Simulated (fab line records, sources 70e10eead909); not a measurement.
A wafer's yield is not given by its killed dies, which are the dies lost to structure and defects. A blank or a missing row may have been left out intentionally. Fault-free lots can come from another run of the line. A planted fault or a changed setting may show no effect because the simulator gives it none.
A struck lot beside a sound one    flow nand harc    33 steps out of a route of 1302
Sound: these wafers, L342.4, L342.5, L342.6. The struck wafers were L330.3, L330.4, L330.5. The cause is given at the end.
Order at every step that has rows: each side's tool, ch and its chambers, its first start. Under that, the readings that differ: sound wafers    struck wafers    difference of the means    sigmas: that difference in standard deviations of wafers without a fault.
alike: readings whose means differ by less than 2 such deviations, and words and numbers that are the same on both sides. not compared: withheld readings, readings that some wafer has no value for, bounds like >300 that may hide the same value, and numbers for which the record gives no deviation and whose values overlap.
A row with sigmas, a row that says differs or no value, or rows on one side alone: a step with any of these is where the two part. When numbers do not overlap yet have no deviation, they are printed without sigmas and do not part them. Lack of a reading on every wafer of one side parts them only where that side has two or more wafers.

first, 2 steps without rows for these wafers: NHARC_P_M0_DESCUM_14 (chemistry O2, time 3 s); NHARC_P_M0_ETCH_34 (etches the open film in N2/H2, target depth 40 nm, overetch 12 nm, time 43.94 s).
NHARC_P_M0_ETCH_15: etches the open film in C4F8/Ar, target depth 150 nm, overetch 15 nm, time 82.5 s.
  sound on rie diel-08 ch 1,2; struck on rie diel-08 ch 0,1,3
  alike: chamber pressure mTorr, oes product au, rf vpp V
  not compared: rf hours counter h
NHARC_P_M0_CD_MEAS_16:
  sound on cd sem-03, day 13 09:22; struck on cd sem-01, day 8 00:17
  alike: cd nm
then, 4 steps without rows for these wafers: NHARC_P_M0_STRIP_18 (strips in N2/H2); NHARC_P_M0_STRIP_19 (strips in post etch residue remover, time 600 s); NHARC_P_M0_DEGAS_28 (time 60 s); NHARC_P_M0_PRE_CLEAN_29 (time 30 s).
NHARC_P_M0_PVD_20: deposits TaN, target thk 5 nm, time 8.06 s.
  sound on pvd sputter-01; struck on pvd sputter-01
  alike: cathode dc power W, throttle valve pct
NHARC_P_M0_PVD_21: deposits Cu, target thk 30 nm, time 20.49 s.
  sound on pvd sputter-01; struck on pvd sputter-01
  alike: cathode dc power W, throttle valve pct
then, 1 step without rows for these wafers: NHARC_P_M0_ECD_22 (material Cu, target thk 400 nm).
NHARC_P_M0_ANNEAL_30: time 90 s.
  sound on rtp anneal-02 ch 0, day 13 10:53; struck on rtp anneal-01 ch 0, day 8 01:50
  alike: wafer_temp_C_max
NHARC_P_M0_CMP_23: polishes, t overpolish 20 s, target thk 117.54 nm.
  sound on cmp-01 ch 1,2,3, day 13 11:10; struck on cmp-04 ch 0,2,3, day 8 02:07
  alike: edge zone pressure frac, motor current A, slurry flow ml min, time to endpoint s
NHARC_P_M0_THK_MEAS_24: measures by xrf.
  sound on film metro-01, day 13 11:24; struck on film metro-02, day 8 02:24
  alike: thk nm
following that, these wafers have no rows for 1 step: NHARC_P_M0_SRD_25.
NHARC_P_M0_INSPECT_27:
  sound on defect inspect-02, day 13 11:33; struck on defect inspect-01, day 8 02:34
reading           sound        struck       difference  sigmas
raw defect count  313 421 376  652 699 585  +275        +3
then, 1 step without rows for these wafers: NHARC_P_M0_PRE_CLEAN_31 (time 12 s).
NHARC_P_M0_DEP_32: deposits SiCN, target thk 30 nm.
  sound on pecvd-01 ch 0,1,2, day 13 11:50; struck on pecvd-02 ch 1,2, day 8 02:43
  alike: heater power w
then, 10 steps without rows for these wafers: NHARC_P_M1_DEP_00 (deposits SiOC, target thk 182.5 nm); NHARC_P_M1_DEHYDRATE_01 (time 120 s); NHARC_P_M1_HMDS_02 (time 30 s); NHARC_P_M1_COAT_34 (time 65 s); NHARC_P_M1_COAT_03 (resist thk 90 nm); NHARC_P_M1_SOFTBAKE_04 (time 55 s); NHARC_P_M1_EBR_05; NHARC_P_M1_EXPOSE_06 (exposes mask P M1, target cd 130 nm); NHARC_P_M1_PEB_07 (peb time 65 s); NHARC_P_M1_DEVELOP_08 (develop time 35 s).
NHARC_P_M1_CD_MEAS_09: the cd target is 130 nm.
  sound on cd sem-01 ch 0, day 13 12:57; struck on cd sem-01 ch 0, day 8 03:58
  alike: cd nm
NHARC_P_M1_OVL_MEAS_10: pitch 260 nm.
  sound on overlay-02, day 13 13:02; struck on overlay-01, day 8 04:04
reading            sound         struck          difference  sigmas
overlay y nm (nm)  0.5 0.6 -0.1  -1.4 -0.9 -1.3  -1.5        -2
  alike: overlay x nm
NHARC_P_M1_INSPECT_11:
  sound on defect inspect-01, day 13 13:04; struck on defect inspect-01, day 8 04:05
reading           sound  struck       difference  sigmas
raw defect count  6 6 2  354 364 319  +341        +99 or more
then, 1 step without rows for these wafers: NHARC_P_M1_DESCUM_14 (chemistry O2, time 3 s).
-- record jumps: 18 days between struck wafers' starts before vs after; left off in module P_M1, resumes in module END, first step shown is number 1302 of the route --
NHARC_END_SORT_01:
  sound on prober-02 ch 0, day 31 00:49; struck on prober-02 ch 0, day 26 07:14
reading                   sound           struck          difference  sigmas
defect limited yield (%)  94.7 89.1 92.5  56.3 54.7 55.8  -36.5       -13
killed at periphery       1 8 5           247 263 250     +249        +89
killed dies               36 74 51        296 307 299     +247        +13
sort_bin_2_pct (%)        2.1 2.8 2.7     14.5 14.6 15.1  +12.2       +10
sort_bin_3_pct (%)        0.3 1.2 0.7     3.1 3.0 4.0     +2.6        +7
sort_bin_4_pct (%)        3.0 6.9 4.1     26.1 27.8 25.1  +21.7       +14
sort n pass               641 603 626     381 370 378     -247        -13
sort rim yield pct (%)    89 94 90        61 59 61        -31         -6
sort yield pct (%)        94.7 89.1 92.5  56.3 54.7 55.8  -36.5       -13
  alike: killed at array, killed at other, killed open, killed short

== WHERE THEY PART ==
Earliest at NHARC_P_M0_INSPECT_27; latest, in this record, at NHARC_END_SORT_01.

WHY: whatever the simulator had introduced
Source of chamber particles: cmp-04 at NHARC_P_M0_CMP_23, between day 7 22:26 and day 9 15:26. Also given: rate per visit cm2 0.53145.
